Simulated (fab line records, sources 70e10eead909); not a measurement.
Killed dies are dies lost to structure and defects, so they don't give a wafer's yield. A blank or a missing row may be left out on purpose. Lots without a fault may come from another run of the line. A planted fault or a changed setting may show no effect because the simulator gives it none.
fab line records | flow nand_harc
record lots=11 wafers=33 last_day=24
route steps=1159 shown A_STAIRCASE@532 END@1159
lots that met no fault: from a run of the same line without faults
start_h: hours from the record's first day to the start of the lot's first wafer shown | wait_h: hours since the lot's step before | " the same as in the row above | L1.1+2: a row that stands for several wafers | - no value, or no start given | * or withheld: withheld | < > ~ a bound
route shown NAME@n: a module of which the file shows steps, and the number in the route of the first | usual: mean/standard deviation of fault-free wafers | same: alike in all rows | chamber/n: place in a boat | sites: the reading at each site | _std_site: their standard deviation | _edge_site: outer sites' mean less inner sites' | radius_mm: how far each site lies from the wafer's centre | mask NAME#n: copy n | behind: the tool/chamber that last shaped the wafer | hold: why the lot was held/for how many hours/how that ended | device: the transistor (n, p or np) that didn't switch | end of line: the same wafers' tests at the end of the route | a step without rows: its recipe alone | killed: dies lost to structure and defects at the first sort, not the wafer's yield | map: a wafer's dies, x killed, . not, _ none there
set.NAME: the setting as run; set.NAME@STEP: as run at that earlier step | model.NAME: the simulator's own value behind a step, which no gauge read
steps of the route over a sample of lots; a table a step, a row a wafer
services: from which hour (start_h, from the record's first day; less than 0 if before it) a tool's chamber was out of use, for how many hours, and why
## steps
# step NHARC_A_STAIRCASE_ETCH_170
# recipe target_depth_a=2000 time_s=66.667 ion_energy_ev=250 c4f6_flow_sccm=25 o2_flow_sccm=20 ar_flow_sccm=500 rf_w=600 bias_w=500 chemistry=C4F6/O2
# usual drypump_motor_current_A=5.9/0.37 oes_product_au=0.973/0.016 rf_vpp_V=547/4.1 showerhead_plenum_p_Torr=3.91/0.19 throttle_valve_pct=26.902/0.0091
# columns lot.wafer tool chamber start_h wait_h drypump_motor_current_A oes_product_au rf_hours_counter_h rf_vpp_V showerhead_plenum_p_Torr throttle_valve_pct
L658.2 rie_diel-02 0 - - 5.7 0.999 29 544 3.71 26.908
L658.5 " 0 " " 5.7 0.991 - 543 3.71 26.898
L658.6 " 1 " " 6.3 1.005 - 542 3.70 26.901
L659.2 rie_diel-12 0 - - 5.8 0.966 11 553 4.22 26.894
L659.1 " 1 " " 5.9 0.985 11 552 4.18 26.895
L659.6 " 1 " " 5.9 0.983 - 553 4.18 26.906
L663.2 rie_diel-12 2 - - 5.8 0.976 20 546 3.97 26.905
L663.1 " 1 " " 5.9 0.973 20 552 4.18 26.901
L663.6 " 3 " " 5.5 0.985 - 552 4.08 26.901
L662.4 rie_diel-05 0 - - 5.8 0.968 37 548 3.99 26.927
L662.3 " 2 " " 6.1 0.984 40 550 4.11 26.908
L662.2 " 3 " " 6.6 0.968 33 547 3.91 26.879
L667.2 rie_diel-02 3 - - 6.5 0.965 48 542 3.69 26.905
L667.1 " 2 " " 5.3 0.974 49 546 3.87 26.898
L667.6 " 0 " " 5.7 0.968 - 542 3.70 26.898
L666.3 rie_diel-02 3 - - 6.5 0.979 48 542 3.69 26.902
L666.2 " 0 " " 5.7 0.976 48 541 3.70 26.896
L666.4 " 0 " " 5.7 0.979 - 542 3.70 26.916
L677.2 rie_diel-02 0 - - 5.7 0.997 2 542 3.70 26.904
L677.3 " 2 " " 5.3 0.974 2 546 3.86 26.896
L677.6 " 2 " " 5.3 0.979 - 546 3.86 26.900
L674.2 rie_diel-02 2 - - 5.3 0.983 2 547 3.86 26.895
L674.5 " 3 " " 6.4 0.993 - 542 3.68 26.891
L674.6 " 2 " " 5.3 0.984 - 546 3.86 26.892
L680.2 rie_diel-02 0 - - 5.7 0.987 14 540 3.69 26.893
L680.4 " 1 " " 6.3 0.982 12 542 3.68 26.902
L680.1 " 2 " " 5.3 0.979 15 545 3.85 26.902
L678.1 rie_diel-02 0 - - 5.7 0.970 16 542 3.69 26.902
L678.2 " 1 " " 6.3 0.983 13 542 3.68 26.906
L678.5 " 2 " " 5.3 0.972 - 547 3.85 26.889
L679.2 rie_diel-12 1 - - 5.9 0.946 59 553 4.15 26.897
L679.3 " 3 " " 5.5 0.958 60 550 4.06 26.903
L679.6 " 2 " " 5.8 0.945 - 547 3.95 26.906
# step NHARC_A_STAIRCASE_TRIM_14
# recipe time_s=211.2 o2_flow_sccm=500 ar_flow_sccm=0 bias_w=0 chemistry=O2
# usual bias_w=0/0 chamber_pressure_mTorr=60.00/0.054 drypump_motor_current_A=5.9/0.36 oes_product_au=0.998/0.0078 rf_vpp_V=58.0/0.9 showerhead_plenum_p_Torr=3.57/0.16 throttle_valve_pct=17.036/0.0089
# columns lot.wafer tool chamber start_h wait_h bias_w chamber_pressure_mTorr drypump_motor_current_A oes_product_au rf_hours_counter_h rf_vpp_V showerhead_plenum_p_Torr throttle_valve_pct
L658.2 rie_diel-02 2 247.08 - 0 59.91 5.3 0.999 34 58.4 3.49 17.037
L658.6 " 1 " " 0 60.04 6.2 1.017 - 56.7 3.32 17.042
L658.5 " 2 " " 0 60.13 5.3 1.002 - 57.9 3.49 17.049
L659.2 rie_diel-12 3 251.30 - 0 60.01 5.5 0.998 14 56.7 3.68 17.032
L659.1 " 0 " " 0 60.04 5.8 1.000 12 58.4 3.80 17.039
L659.6 " 2 " " 0 60.06 5.8 1.008 - 58.8 3.57 17.029
L663.1 rie_diel-12 1 273.95 - 0 60.06 5.9 0.997 20 58.5 3.76 17.036
L663.2 " 3 " " 0 60.03 5.5 0.990 21 58.0 3.67 17.033
L663.6 " 1 " " 0 59.98 5.9 1.002 - 58.8 3.76 17.044
L662.3 rie_diel-05 2 277.87 - 0 60.06 6.1 0.998 40 59.7 3.70 17.034
L662.4 " 3 " " 0 59.94 6.6 0.994 34 59.3 3.52 17.041
L662.2 " 1 " " 0 60.06 5.9 0.998 38 57.3 3.53 17.036
L666.4 rie_diel-12 2 293.31 - 0 60.01 5.8 0.997 29 57.8 3.56 17.027
L666.3 " 0 " " 0 59.95 5.7 0.987 29 58.9 3.79 17.036
L666.2 " 1 " " 0 60.06 5.9 0.985 28 58.0 3.76 17.023
L667.2 rie_diel-02 0 293.51 - 0 60.05 5.7 1.005 49 58.9 3.33 17.027
L667.1 " 2 " " 0 59.99 5.3 0.991 50 58.2 3.48 17.026
L667.6 " 0 " " 0 60.00 5.7 1.005 - 56.6 3.33 17.036
L677.3 rie_diel-02 3 342.95 - - - - - - - - -
L677.2 " 1 " " - - - - - - - -
L677.6 " 3 " " - - - - - - - -
L674.2 rie_diel-12 1 343.18 - - - - - - - - -
L674.5 " 3 " " - - - - - - - -
L674.6 " 1 " " - - - - - - - -
L680.4 rie_diel-12 0 372.81 - 0 59.96 5.8 0.985 60 58.5 3.77 17.023
L680.1 " 1 " " 0 60.00 5.9 0.986 58 59.4 3.74 17.045
L680.2 " 2 " " 0 60.01 5.8 0.993 49 57.7 3.55 17.052
L678.2 rie_diel-02 0 378.13 - 0 59.95 5.7 0.995 16 57.7 3.31 17.047
L678.1 " 2 " " 0 60.01 5.3 0.986 17 57.1 3.46 17.036
L678.5 " 0 " " 0 59.95 5.7 1.004 - 57.0 3.31 17.023
L679.3 rie_diel-05 1 378.20 - 0 59.97 6.0 1.018 9 58.8 3.51 17.035
L679.2 " 2 " " 0 59.94 6.2 1.005 7 58.6 3.69 17.047
L679.6 " 2 " " 0 60.01 6.2 1.003 - 58.2 3.69 17.039
# step NHARC_A_STAIRCASE_TRIM_20
# recipe time_s=211.2 o2_flow_sccm=500 ar_flow_sccm=0 bias_w=0 chemistry=O2
# usual chamber_pressure_mTorr=60.00/0.055 drypump_motor_current_A=5.9/0.34 oes_product_au=0.998/0.0078 rf_vpp_V=58.1/0.95 showerhead_plenum_p_Torr=3.61/0.15 throttle_valve_pct=17.037/0.0095
# same bias_w=0
# columns lot.wafer tool chamber start_h wait_h chamber_pressure_mTorr drypump_motor_current_A oes_product_au rf_hours_counter_h rf_vpp_V showerhead_plenum_p_Torr throttle_valve_pct
L658.2 rie_diel-05 2 248.01 0.1 60.01 6.2 0.995 30 61.3 3.71 17.042
L658.6 " 2 " " 59.95 6.2 0.997 - 58.6 3.71 17.028
L658.5 " 3 " " 60.02 6.7 0.986 - 56.8 3.53 17.041
L659.2 rie_diel-12 3 252.15 0.2 60.05 5.5 0.987 14 59.4 3.68 17.034
L659.1 " 0 " " 59.98 5.8 0.981 12 59.2 3.80 17.040
L659.6 " 1 " " 60.05 5.9 0.988 - 59.8 3.77 17.049
L663.2 rie_diel-12 0 274.74 0.1 59.95 5.7 1.002 21 56.7 3.80 17.008
L663.1 " 2 " " 60.01 5.8 0.998 21 56.7 3.57 17.037
L663.6 " 3 " " 59.98 5.5 0.986 - 59.3 3.67 17.041
L662.2 rie_diel-05 1 278.75 0.1 59.95 5.9 1.002 38 57.9 3.53 17.034
L662.4 " 2 " " 59.99 6.2 0.992 41 59.7 3.70 17.060
L662.3 " 0 " " 59.98 5.8 0.993 38 58.6 3.59 17.016
L666.4 rie_diel-12 0 294.25 0.2 60.06 5.7 0.986 30 58.3 3.79 17.042
L666.3 " 1 " " 59.87 5.9 0.991 28 58.2 3.76 17.034
L666.2 " 2 " " 59.92 5.8 0.998 30 59.5 3.56 17.032
L667.2 rie_diel-02 2 295.12 0.1 59.98 5.3 0.996 51 58.1 3.48 17.025
L667.1 " 3 " " 60.01 6.4 1.010 51 55.3 3.31 17.035
L667.6 " 2 " " 60.02 5.3 0.996 - 57.4 3.48 17.033
L677.3 rie_diel-02 3 343.80 0.1 59.93 6.4 1.007 4 57.3 3.31 17.037
L677.2 " 2 " " 59.96 5.3 0.992 4 58.6 3.47 17.036
L677.6 " 3 " " 59.82 6.4 1.005 - 57.7 3.31 17.050
L674.2 rie_diel-12 3 344.20 0.1 59.94 5.5 1.004 50 58.1 3.66 17.012
L674.6 " 1 " " 60.06 5.9 0.996 - 58.3 3.75 17.051
L674.5 " 0 " " 59.98 5.7 1.005 - 59.0 3.78 17.022
L680.1 rie_diel-12 0 373.60 0.1 60.02 5.7 0.990 60 59.0 3.77 17.050
L680.4 " 1 " " 59.94 5.9 0.999 58 58.0 3.74 17.023
L680.2 " 3 " " 59.93 5.5 0.998 59 57.6 3.65 17.040
L678.2 rie_diel-12 3 378.97 0.1 59.95 5.5 1.000 61 59.3 3.65 17.051
L678.1 " 0 " " 60.02 5.8 1.003 62 57.9 3.77 17.047
L678.5 " 1 " " 59.97 5.9 0.999 - 59.6 3.74 17.028
L679.2 rie_diel-05 2 379.01 0.1 60.07 6.1 0.997 7 58.0 3.69 17.032
L679.3 " 3 " " 60.05 6.6 0.994 11 58.3 3.50 17.044
L679.6 " 2 " " 59.98 6.2 0.998 - 57.2 3.69 17.038
# step NHARC_A_STAIRCASE_ETCH_23
# recipe target_depth_a=1000 time_s=40.5 ion_energy_ev=400 c4f8_flow_sccm=20 o2_flow_sccm=10 ar_flow_sccm=withheld rf_w=600 bias_w=1000 chemistry=C4F8/O2
# usual oes_product_au=0.941/0.011 rf_vpp_V=899/5.3
# columns lot.wafer tool chamber start_h wait_h oes_product_au rf_hours_counter_h rf_vpp_V
L658.2 rie_diel-05 1 - - 0.967 27 896
L658.5 " 1 " " 0.974 - 895
L658.6 " 2 " " 0.961 - 902
L659.1 rie_diel-12 2 - - 0.933 14 898
L659.2 " 0 " " 0.944 12 905
L659.6 " 3 " " 0.927 - 902
L663.1 rie_diel-12 1 - - 0.955 21 903
L663.2 " 2 " " 0.954 21 897
L663.6 " 2 " " 0.956 - 898
L662.3 rie_diel-05 0 - - 0.946 38 899
L662.4 " 1 " " 0.946 38 897
L662.2 " 2 " " 0.951 41 902
L666.4 rie_diel-12 1 - - 0.946 29 904
L666.3 " 2 " " 0.949 30 896
L666.2 " 3 " " 0.929 31 902
L667.1 rie_diel-02 0 - - 0.923 51 890
L667.2 " 2 " " 0.928 52 896
L667.6 " 0 " " 0.924 - 889
L677.2 rie_diel-02 1 - - 0.943 1 887
L677.3 " 0 " " 0.937 4 889
L677.6 " 1 " " 0.940 - 888
L674.2 rie_diel-12 1 - - 0.952 49 905
L674.6 " 0 " " 0.939 - 906
L674.5 " 1 " " 0.944 - 902
L680.4 rie_diel-12 1 - - 0.937 58 902
L680.1 " 2 " " 0.943 49 896
L680.2 " 3 " " 0.947 59 899
L678.2 rie_diel-12 1 - - 0.952 60 903
L678.1 " 3 " " 0.948 61 901
L678.5 " 1 " " 0.960 - 903
L679.3 rie_diel-05 2 - - 0.941 7 900
L679.2 " 0 " " 0.941 10 897
L679.6 " 3 " " 0.941 - 895
# step NHARC_END_SORT_01
# recipe temp_c=25
# usual killed_at_array=29/12 killed_at_other=0.7/1 killed_at_periphery=4/3.2 killed_dies=34/12 killed_open=3.4/2 killed_short=1.8/1.3
# same gross_dies=677
# columns lot.wafer tool chamber start_h wait_h hold killed_at_array killed_at_other killed_at_periphery killed_dies killed_open killed_short
L658.2 prober-02 0 461.71 2.8 - 23 1 4 28 5 1
L658.5 prober-02 0 464.11 3.7 - 21 0 4 25 3 0
L658.6 prober-02 0 464.91 4.0 - 27 0 3 30 3 1
L659.1 prober-02 0 468.67 2.5 - 19 0 0 19 3 1
L659.2 prober-02 0 469.46 2.8 - 20 0 2 22 2 0
L659.6 prober-02 0 472.61 3.9 - 20 0 3 23 2 0
L663.1 prober-02 0 480.35 2.5 - 32 0 3 35 2 2
L663.2 prober-02 0 481.13 2.8 - 35 0 5 40 5 2
L663.6 prober-02 0 484.26 3.9 - 26 0 6 32 4 2
L662.2 prober-01 0 490.33 2.7 - 13 0 6 19 5 2
L662.3 prober-01 0 491.12 3.1 - 10 0 9 19 2 4
L662.4 prober-01 0 491.92 3.4 - 9 0 5 14 2 3
L666.2 prober-02 0 490.36 2.8 - 30 0 2 32 0 1
L666.3 prober-02 0 491.17 3.1 - 24 0 0 24 2 1
L666.4 prober-02 0 491.98 3.4 - 27 0 1 28 2 1
L667.1 prober-01 0 497.28 2.5 - 36 0 3 39 1 2
L667.2 prober-01 0 498.07 2.8 - 34 0 3 37 3 1
L667.6 prober-01 0 501.26 4.0 - 35 0 2 37 2 2
L674.2 prober-01 0 545.33 2.8 await_dispo/1.5h/scrap 671 0 6 677 5 1
L674.5 prober-01 0 547.71 3.7 await_dispo/1.5h/scrap 669 0 8 677 1 1
L674.6 prober-01 0 548.51 4.0 await_dispo/1.5h/scrap 671 0 6 677 1 2
L677.2 prober-02 0 566.89 2.8 await_dispo/2.6h/scrap 676 0 1 677 1 1
L677.3 prober-02 0 567.70 3.1 await_dispo/2.6h/scrap 673 0 4 677 2 0
L677.6 prober-02 0 570.12 4.0 await_dispo/2.6h/scrap 676 0 1 677 1 3
L679.2 prober-01 0 575.88 2.8 - 32 1 1 34 2 3
L679.3 prober-01 0 576.67 3.1 - 51 1 1 53 5 1
L679.6 prober-01 0 579.03 3.9 - 36 0 2 38 2 0
L680.1 prober-02 0 581.74 2.5 - 43 2 1 46 7 3
L680.2 prober-02 0 582.54 2.8 - 39 0 1 40 4 1
L680.4 prober-02 0 584.14 3.4 - 33 1 1 35 2 1
L678.1 prober-01 0 582.79 2.5 - 26 1 4 31 4 0
L678.2 prober-01 0 583.59 2.8 - 25 2 0 27 4 1
L678.5 prober-01 0 585.99 3.7 - 25 0 4 29 4 4
# killed by level:class
L658.2 A_SLIT:chamber_film_flake=13 A_CHANNEL_HOLE_D1:chamber_film_flake=7 P_GATE:geometric_particle:open=1 P_CONTACT:geometric_particle:open=1 P_M0:geometric_particle:open=1 A_SGD_CUT:geometric_particle:open=1 A_CONTACT:geometric_particle:open=1 P_BONDPAD:chamber_film_flake=1
L658.5 A_CHANNEL_HOLE_D1:chamber_film_flake=10 A_SLIT:chamber_film_flake=8 P_ZERO_WELL:chamber_film_flake=3 P_STI:geometric_particle:open=1 A_BLC:geometric_particle:open=1 A_M0:geometric_particle:open=1 A_STAIRCASE:chamber_film_flake=1
L658.6 A_SLIT:chamber_film_flake=12 A_CHANNEL_HOLE_D1:chamber_film_flake=10 P_ZERO_WELL:chamber_film_flake=2 P_M1:geometric_particle:open=1 A_SGD_CUT:geometric_particle:short=1 A_CONTACT:geometric_particle:open=1 A_M0:geometric_particle:open=1 A_CHANNEL_FILL_D1:chamber_film_flake=1
L659.1 A_CHANNEL_HOLE_D1:chamber_film_flake=6 A_CONTACT:chamber_film_flake=4 A_M0:chamber_film_flake=4 A_ONON_D1:geometric_particle:open=1 A_CHANNEL_HOLE_D1:geometric_particle:short=1 A_WL_FILL:geometric_particle:open=1 A_BLC:geometric_particle:open=1 A_STAIRCASE:chamber_film_flake=1
L659.2 A_CHANNEL_HOLE_D1:chamber_film_flake=12 A_STAIRCASE:chamber_film_flake=4 A_CONTACT:chamber_film_flake=2 P_GATE:geometric_particle:open=1 A_SGD_CUT:geometric_particle:open=1 P_ZERO_WELL:chamber_film_flake=1 A_SLIT:chamber_film_flake=1
L659.6 A_CHANNEL_HOLE_D1:chamber_film_flake=14 A_STAIRCASE:chamber_film_flake=2 P_M0:geometric_particle:open=1 A_BLC:geometric_particle:open=1 P_ZERO_WELL:chamber_film_flake=1 P_GATE:chamber_film_flake=1 A_ZERO_WELL:chamber_film_flake=1 A_SLIT:chamber_film_flake=1
L663.1 A_SLIT:chamber_film_flake=19 A_CHANNEL_HOLE_D1:chamber_film_flake=3 A_CONTACT:chamber_film_flake=3 A_CONTACT:geometric_particle:open=2 P_STI:chamber_film_flake=2 A_STAIRCASE:chamber_film_flake=2 A_BONDPAD:chamber_film_flake=2 P_CONTACT:geometric_particle:short=1
L663.2 A_SLIT:chamber_film_flake=18 A_CHANNEL_HOLE_D1:chamber_film_flake=5 P_STI:chamber_film_flake=3 A_CONTACT:geometric_particle:open=2 A_BONDPAD:chamber_film_flake=2 A_ONON_D1:geometric_particle:short=1 A_CHANNEL_HOLE_D1:geometric_particle:open=1 A_CHANNEL_FILL_D1:geometric_particle:short=1
L663.6 A_SLIT:chamber_film_flake=15 A_CHANNEL_HOLE_D1:chamber_film_flake=3 P_STI:chamber_film_flake=2 P_GATE:chamber_film_flake=2 A_BONDPAD:chamber_film_flake=2 P_GATE:geometric_particle:open=1 P_M1:geometric_particle:open=1 A_CHANNEL_HOLE_D1:geometric_particle:short=1
L662.2 P_M2:chamber_film_flake=5 A_CHANNEL_HOLE_D1:chamber_film_flake=3 A_CONTACT:chamber_film_flake=3 A_CONTACT:geometric_particle:open=2 A_SOURCE_PLATE:geometric_particle:open=1 A_CHANNEL_FILL_D1:geometric_particle:open=1 A_SGD_CUT:geometric_particle:short=1 A_CONTACT:geometric_particle:short=1
L666.2 A_SLIT:chamber_film_flake=17 A_CHANNEL_HOLE_D1:chamber_film_flake=5 A_CONTACT:chamber_film_flake=3 P_BONDPAD:chamber_film_flake=2 A_CHANNEL_FILL_D1:chamber_film_flake=2 A_STAIRCASE:chamber_film_flake=2 A_WL_FILL:geometric_particle:short=1
L662.3 P_CONTACT:chamber_film_flake=4 P_M2:chamber_film_flake=3 A_ONON_D1:geometric_particle:short=2 A_CHANNEL_HOLE_D1:chamber_film_flake=2 A_STAIRCASE:chamber_film_flake=2 P_CONTACT:geometric_particle:short=1 A_ONON_D1:geometric_particle:open=1 A_WL_FILL:geometric_particle:short=1
L666.3 A_SLIT:chamber_film_flake=13 A_CHANNEL_HOLE_D1:chamber_film_flake=3 A_CHANNEL_FILL_D1:chamber_film_flake=2 A_CONTACT:chamber_film_flake=2 A_SGD_CUT:geometric_particle:open=1 A_CONTACT:geometric_particle:open=1 A_M1:geometric_particle:short=1 A_STAIRCASE:chamber_film_flake=1
L662.4 P_M2:chamber_film_flake=3 P_CONTACT:chamber_film_flake=2 A_CHANNEL_HOLE_D1:chamber_film_flake=2 A_SOURCE_PLATE:geometric_particle:short=1 A_ONON_D1:geometric_particle:open=1 A_CONTACT:geometric_particle:short=1 A_CONTACT:geometric_particle:open=1 A_M0:geometric_particle:short=1
L666.4 A_SLIT:chamber_film_flake=16 A_CHANNEL_HOLE_D1:chamber_film_flake=4 A_STAIRCASE:chamber_film_flake=3 A_CONTACT:chamber_film_flake=2 P_M1:geometric_particle:open=1 A_WL_FILL:geometric_particle:short=1 A_WL_FILL:geometric_particle:open=1
L667.1 A_CHANNEL_HOLE_D1:chamber_film_flake=16 A_SLIT:chamber_film_flake=14 A_STAIRCASE:chamber_film_flake=3 A_CONTACT:chamber_film_flake=2 P_CONTACT:geometric_particle:open=1 P_CONTACT:geometric_particle:short=1 A_CHANNEL_FILL_D1:geometric_particle:short=1 P_GATE:chamber_film_flake=1
L667.2 A_SLIT:chamber_film_flake=16 A_CHANNEL_HOLE_D1:chamber_film_flake=8 A_CONTACT:chamber_film_flake=4 P_GATE:chamber_film_flake=2 A_STAIRCASE:chamber_film_flake=2 P_M2:geometric_particle:open=1 A_CHANNEL_HOLE_D1:geometric_particle:open=1 A_CONTACT:geometric_particle:short=1
L667.6 A_SLIT:chamber_film_flake=12 A_CHANNEL_HOLE_D1:chamber_film_flake=10 A_STAIRCASE:chamber_film_flake=3 A_WL_FILL:chamber_film_flake=3 A_CONTACT:chamber_film_flake=3 P_CONTACT:geometric_particle:short=1 A_SGD_CUT:geometric_particle:short=1 A_WL_FILL:geometric_particle:open=1
L674.2 A_STAIRCASE:area_trim=626 A_SLIT:chamber_film_flake=17 A_CHANNEL_HOLE_D1:chamber_film_flake=14 A_CONTACT:chamber_film_flake=4 P_M1:chamber_film_flake=3 P_CONTACT:chamber_film_flake=2 A_STAIRCASE:chamber_film_flake=2 A_WL_FILL:chamber_film_flake=2
L674.5 A_STAIRCASE:area_trim=642 A_SLIT:chamber_film_flake=14 A_CHANNEL_HOLE_D1:chamber_film_flake=10 P_GATE:chamber_film_flake=3 A_CONTACT:chamber_film_flake=3 P_M1:chamber_film_flake=2 P_M1:geometric_particle:open=1 P_M1:geometric_particle:short=1
L674.6 A_STAIRCASE:area_trim=631 A_CHANNEL_HOLE_D1:chamber_film_flake=15 A_SLIT:chamber_film_flake=14 A_CONTACT:chamber_film_flake=6 A_STAIRCASE:chamber_film_flake=3 P_STI:chamber_film_flake=2 P_M1:chamber_film_flake=2 P_CONTACT:geometric_particle:open=1
L677.2 A_STAIRCASE:area_trim=624 A_CHANNEL_HOLE_D1:chamber_film_flake=23 A_SLIT:chamber_film_flake=18 A_CONTACT:chamber_film_flake=4 A_STAIRCASE:chamber_film_flake=4 A_SGD_CUT:geometric_particle:open=1 A_WL_FILL:geometric_particle:short=1 P_GATE:chamber_film_flake=1
L677.3 A_STAIRCASE:area_trim=640 A_SLIT:chamber_film_flake=18 A_CHANNEL_HOLE_D1:chamber_film_flake=11 A_CONTACT:chamber_film_flake=3 P_CONTACT:geometric_particle:open=2 P_GATE:chamber_film_flake=1 P_M1:chamber_film_flake=1 A_CHANNEL_FILL_D1:chamber_film_flake=1
L677.6 A_STAIRCASE:area_trim=637 A_SLIT:chamber_film_flake=16 A_CHANNEL_HOLE_D1:chamber_film_flake=12 A_CONTACT:chamber_film_flake=5 A_STAIRCASE:chamber_film_flake=2 P_BONDPAD:geometric_particle:open=1 A_ONON_D1:geometric_particle:short=1 A_CHANNEL_FILL_D1:geometric_particle:short=1
L679.2 A_SLIT:chamber_film_flake=12 A_CHANNEL_HOLE_D1:chamber_film_flake=7 A_CONTACT:chamber_film_flake=5 A_M1:chamber_film_flake=3 P_GATE:geometric_particle:short=1 A_ONON_D1:geometric_particle:short=1 A_CHANNEL_HOLE_D1:geometric_particle:short=1 A_SGD_CUT:geometric_particle:open=1
L679.3 A_SLIT:chamber_film_flake=27 A_CHANNEL_HOLE_D1:chamber_film_flake=11 A_CONTACT:chamber_film_flake=3 A_BLC:geometric_particle:open=2 A_ZERO_WELL:chamber_film_flake=2 P_CONTACT:geometric_particle:open=1 A_WL_FILL:geometric_particle:short=1 A_CONTACT:geometric_particle:open=1
L679.6 A_SLIT:chamber_film_flake=14 A_CHANNEL_HOLE_D1:chamber_film_flake=12 A_CONTACT:chamber_film_flake=5 A_M0:geometric_particle:open=2 A_M1:chamber_film_flake=2 P_ZERO_WELL:chamber_film_flake=1 P_M0:chamber_film_flake=1 A_STAIRCASE:chamber_film_flake=1
L680.1 A_SLIT:chamber_film_flake=13 A_CHANNEL_HOLE_D1:chamber_film_flake=6 A_STAIRCASE:chamber_film_flake=6 A_M1:chamber_film_flake=4 A_BLC:geometric_particle:open=2 A_M0:geometric_particle:short=2 A_M0:geometric_particle:open=2 A_CHANNEL_FILL_D1:chamber_film_flake=2
L680.2 A_SLIT:chamber_film_flake=14 A_CHANNEL_HOLE_D1:chamber_film_flake=6 A_STAIRCASE:chamber_film_flake=6 A_WL_FILL:chamber_film_flake=3 A_M1:chamber_film_flake=3 A_ONON_D1:geometric_particle:open=1 A_WL_FILL:geometric_particle:open=1 A_WL_FILL:geometric_particle:short=1
L678.1 A_CHANNEL_HOLE_D1:chamber_film_flake=14 A_CONTACT:chamber_film_flake=7 P_CONTACT:geometric_particle:open=1 P_M0:geometric_particle:open=1 P_STI:chamber_film_flake=1 A_SGD_CUT:geometric_particle:open=1 A_M0:geometric_particle:open=1 P_GATE:chamber_film_flake=1
L678.2 A_CHANNEL_HOLE_D1:chamber_film_flake=12 A_CONTACT:chamber_film_flake=8 A_CHANNEL_HOLE_D1:geometric_particle:short=1 A_STAIRCASE:geometric_particle:open=1 A_WL_FILL:geometric_particle:open=1 A_BLC:geometric_particle:open=1 STARTING-WAFER:geometric_particle:open=1 A_WL_FILL:chamber_film_flake=1
L680.4 A_SLIT:chamber_film_flake=16 A_CHANNEL_HOLE_D1:chamber_film_flake=9 A_CONTACT:geometric_particle:open=2 A_M1:chamber_film_flake=2 P_CONTACT:geometric_particle:short=1 A_CONTACT:chamber_film_flake=1 A_CHANNEL_FILL_D1:chamber_film_flake=1 A_STAIRCASE:chamber_film_flake=1
L678.5 A_CHANNEL_HOLE_D1:chamber_film_flake=8 A_CONTACT:chamber_film_flake=8 A_ONON_D1:geometric_particle:open=2 A_M0:geometric_particle:short=2 A_STAIRCASE:chamber_film_flake=2 A_CHANNEL_FILL_D1:chamber_film_flake=2 P_CONTACT:geometric_particle:short=1 P_CONTACT:geometric_particle:open=1
## services
# columns tool chamber start_h hours kind
rie_diel-02 0 224.67 5.0 repair
rie_diel-02 3 227.64 13.0 repair
rie_diel-12 0 235.99 - clean
rie_diel-12 1 235.99 - clean
rie_diel-12 2 235.99 - clean
rie_diel-12 3 235.99 - clean
rie_diel-12 0 260.50 - clean
rie_diel-12 1 260.50 - clean
rie_diel-12 2 260.50 - clean
rie_diel-12 3 260.50 - clean
rie_diel-02 2 269.84 3.8 repair
rie_diel-12 0 286.30 - clean
rie_diel-12 1 286.30 - clean
rie_diel-12 2 286.30 - clean
rie_diel-12 3 286.30 - clean
rie_diel-02 1 290.03 6.3 repair
rie_diel-12 0 310.80 - clean
rie_diel-12 1 310.80 - clean
rie_diel-12 2 310.80 - clean
rie_diel-12 3 310.80 - clean
rie_diel-02 - 328.07 9.0 pm
rie_diel-12 2 339.80 17.4 repair
rie_diel-05 - 340.66 9.0 pm
rie_diel-05 2 360.06 14.7 repair
## key
first_sign step=NHARC_A_STAIRCASE_TRIM_14 reading=tool_record direction=missing
effect step=NHARC_END_SORT_01 reading=killed_dies direction=up sigmas=55 usual=34 struck=677
more_kills_born_at NHARC_A_STAIRCASE_TRIM_14@rie_diel-02=1901 NHARC_A_STAIRCASE_TRIM_14@rie_diel-12=1898
met_at NHARC_A_STAIRCASE_TRIM_14
struck_lots L674,L677
later_rows_left_out L674.2,L674.5,L674.6,L677.2,L677.3,L677.6
tester_left_out L674,L677
not_acting_at NHARC_A_STAIRCASE_ETCH_170,NHARC_A_STAIRCASE_TRIM_20,NHARC_A_STAIRCASE_ETCH_23
onset_between 293.51 342.95
fault kind=skipped_step_whole tool=rie_diel-02,rie_diel-12 chamber=- onset_h=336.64 steps=NHARC_A_STAIRCASE_TRIM_14 scope=struck_lots_only
# tester_left_out: of these lots the tester's yield and bins aren't shown, on N5 and GAA mostly nor the transistor test; their killed dies are dies lost to structure and defects alone, not to doping, threshold or leakage, so they don't give the yield
# later_rows_left_out: the simulator's readings of these wafers behind a module that went badly wrong aren't trusted and aren't shown, but for the sort
